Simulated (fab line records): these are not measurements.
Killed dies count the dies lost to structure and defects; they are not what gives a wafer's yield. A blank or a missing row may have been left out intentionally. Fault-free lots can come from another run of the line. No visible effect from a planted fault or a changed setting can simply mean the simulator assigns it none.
Chamber matching :: flow nand-harc :: 3 sister chambers for NHARC_P_M2_DEP_33 on pecvd-04
The step deposits SiCN, target thk 30 nm. 3 wafers are shown with their chamber, then 7 later ones without.

== EACH WAFER AND ITS CHAMBER ==
wafer: L081.5
chamber: 1
heater-power-w (W): 713

wafer: L082.6
chamber: 2
heater-power-w (W): 701

wafer: L085.4
chamber: 0
heater-power-w (W): 434

== WAFERS WITH NO CHAMBER GIVEN ==
wafer: L085.6
heater-power-w (W): 691

wafer: L086.3
heater-power-w (W): 692

wafer: L086.4
heater-power-w (W): 584

wafer: L086.6
heater-power-w (W): 709

wafer: L091.2
heater-power-w (W): 727

wafer: L091.5
heater-power-w (W): 712

wafer: L091.6
heater-power-w (W): 465

== CHAMBER TAKEN BY EACH ==
wafer: L085.6
from the rows above: can't be placed: 2 or 1
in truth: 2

wafer: L086.3
from the rows above: can't be placed: 2 or 1
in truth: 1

wafer: L086.4
from the rows above: can't be placed: 2 or 1 or 0
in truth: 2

wafer: L086.6
from the rows above: can't be placed: 1 or 2
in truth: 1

wafer: L091.2
from the rows above: can't be placed: 1 or 2
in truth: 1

wafer: L091.5
from the rows above: can't be placed: 1 or 2
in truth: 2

wafer: L091.6
from the rows above: 0
in truth: 0
1 of 7 placed correctly. Can't be placed from these rows: 6 (the true chamber is among the candidates in 6). 0 placed wrongly.
How it was worked out, from the rows above alone: a wafer's distance from a chamber is the root of the sum, over the readings, of the square of ((its reading less the chamber's mean) divided by the reading's scatter). The wafer belongs to the nearest chamber; if the next one is less than 2 further off, it can't be placed. The mean given for a chamber averages the wafers shown for that chamber. The scatter: with one shown wafer a chamber, the root of the mean of the squares of how far each hidden wafer lies from its nearest shown one.
